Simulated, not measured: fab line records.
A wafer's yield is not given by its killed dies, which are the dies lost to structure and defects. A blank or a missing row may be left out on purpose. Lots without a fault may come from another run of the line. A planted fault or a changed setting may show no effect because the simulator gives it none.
Struck lot and sound lot, side by side	flow n5_finfet	23 steps out of a route of 1938
Sound: the wafers L187.4, L187.5, L187.6. Struck: wafers L177.1, L177.4, L177.5. Last of all comes the cause.
For every step that has rows: the tool of each side, followed by ch and its chambers, followed by its first start. Under that, the readings that differ: sound wafers	struck wafers	difference of the means	sigmas: that difference in standard deviations of wafers without a fault.
alike: readings whose means differ by less than 2 such deviations, and words and numbers that are the same on both sides. not compared: withheld readings, readings that some wafer has no value for, bounds like >300 that may hide the same value, and numbers for which the record gives no deviation and whose values overlap.
The two part at a step that has a row with sigmas, a row that says differs or no value, or rows on one side only. Numbers that don't overlap but have no deviation are shown without sigmas and don't part them. Lack of a reading on every wafer of one side parts them only where that side has two or more wafers.

first, 11 steps without rows for these wafers: N5_GATE_CUT_VAPOR_ETCH_60 (etches HfO2 in BCl3/Cl2); N5_GATE_CUT_ETCH_58 (etches SiNx in CH3F/O2, target depth 17 nm, time 128.6 s); N5_GATE_CUT_STRIP_59 (strips in N2/H2, time 20 s); N5_GATE_CUT_PRECLEAN_31 (cleans in DIW, time 300 s); N5_GATE_CUT_SRD_32 (time 30 s); N5_GATE_CUT_SAC_CAP_01 (material SiNx, target thk 24 nm, pulse time 1 s, ald cycles 480); N5_GATE_CUT_PECVD_57 (deposits SiNx from SiH4/NH3/N2, target thk 21 nm); N5_GATE_CUT_CMP_02 (polishes, stops on SiO2, t overpolish 12.7 s, target thk 0 nm); N5_GATE_CUT_HM_DEP_46 (deposits SiO2 from TEOS/O2, target thk 130 nm, time 26.6 s); N5_GATE_CUT_COAT_34 (time 60 s, resist thk 60 nm); N5_GATE_CUT_COAT_35 (time 60 s, resist thk 10 nm).
N5_GATE_CUT_COAT_27: time 60 s, resist thk 10 nm.
  sound on litho_track-04 ch 0, day 9 17:23; struck on litho_track-03 ch 0, day 7 06:13
reading	sound	struck	difference	sigmas
spin_speed_rpm (rpm)	1499.8 1501.2 1498.9	1386.5 1389.1 1387.0	-112.4	-99 or more
model.underlayer_of_GATE_CUT_COAT_27.thk_nm (nm)	10 10 10	10.4 10.4 10.4	+0.4	
  alike: dispense_pressure_kPa
then, 7 steps without rows for these wafers: N5_GATE_CUT_COAT_07 (resist thk 30 nm); N5_GATE_CUT_EBR_09; N5_GATE_CUT_SOFTBAKE_08 (time 60 s); N5_GATE_CUT_EXPOSE_10 (exposes mask GATE CUT, target cd 20 nm); N5_GATE_CUT_PEB_11 (peb time 60 s); N5_GATE_CUT_DEVELOP_12 (develop time 30 s); N5_GATE_CUT_DESCUM_18 (chemistry O2, time 7 s).
N5_GATE_CUT_ETCH_28: etches underlayer in N2/H2, target depth 13 nm, time 10.4 s.
  sound on rie_diel-04 ch 0,1,3, day 9 17:50; struck on rie_diel-05 ch 1,3, day 7 06:44
reading	sound	struck	difference	sigmas
etch_rf_on_time_s (s)	10.42 10.51 10.31	10.90 10.97 10.98	+0.54	+4
model.CAR-EUV_of_GATE_CUT_COAT_07.thk_nm (nm)	14.8 14.6 14.6	14.2 14 14.2	-0.5	
model.etch.depth_nm (nm)	10.01 10.02 10.01	10.41 10.43 10.4	+0.40	
  alike: drypump_motor_current_A, oes_product_au, rf_vpp_V, showerhead_plenum_p_Torr, throttle_valve_pct
  not compared: rf_hours_counter_h
N5_GATE_CUT_ETCH_36: etches SiARC in CF4, target depth 13 nm, time 21.7 s.
  sound on rie_diel-04 ch 0,1,3, day 9 17:51; struck on rie_diel-05 ch 1,3, day 7 06:45
reading	sound	struck	difference	sigmas
model.CAR-EUV_of_GATE_CUT_COAT_07.thk_nm (nm)	7.2 6.8 7	6.4 6.4 6.4	-0.6	
  alike: drypump_motor_current_A, etch_rf_on_time_s, mfc_ar_sccm, oes_product_au, rf_vpp_V, showerhead_plenum_p_Torr, throttle_valve_pct
  not compared: rf_hours_counter_h
then, 1 step without rows for these wafers: N5_GATE_CUT_ETCH_37 (etches SOC in N2/H2, target depth 60 nm, overetch 12 nm, time 90 s).
-- record jumps: 4 days separate the struck wafers' starts on either side; left off in module GATE_CUT, taken up again in module BEOL_M4, whose first shown step is the route's number 1111 --
N5_BEOL_M4_RC_MEAS_101:
  sound on prober-02 ch 0, day 13 00:36; struck on prober-01 ch 0, day 10 21:14
reading	sound	struck	difference	sigmas
ION_P (uA/um)	469 481 473	458 457 457	-17	-2
SS_N (mV/dec)	71.8 72.4 73.1	71.5 70.9 71.0	-1.3	-2
  alike: DIBL_N, DIBL_P, IOFF_N, IOFF_P, ION_N, SS_P, VT_N, VT_P

WHERE THEY PART
At N5_GATE_CUT_COAT_27 first; at N5_BEOL_M4_RC_MEAS_101 last (within this record only).

WHY: what the simulator had put in
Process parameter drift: litho_track-03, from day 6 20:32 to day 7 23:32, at N5_GATE_CUT_COAT_27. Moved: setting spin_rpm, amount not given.
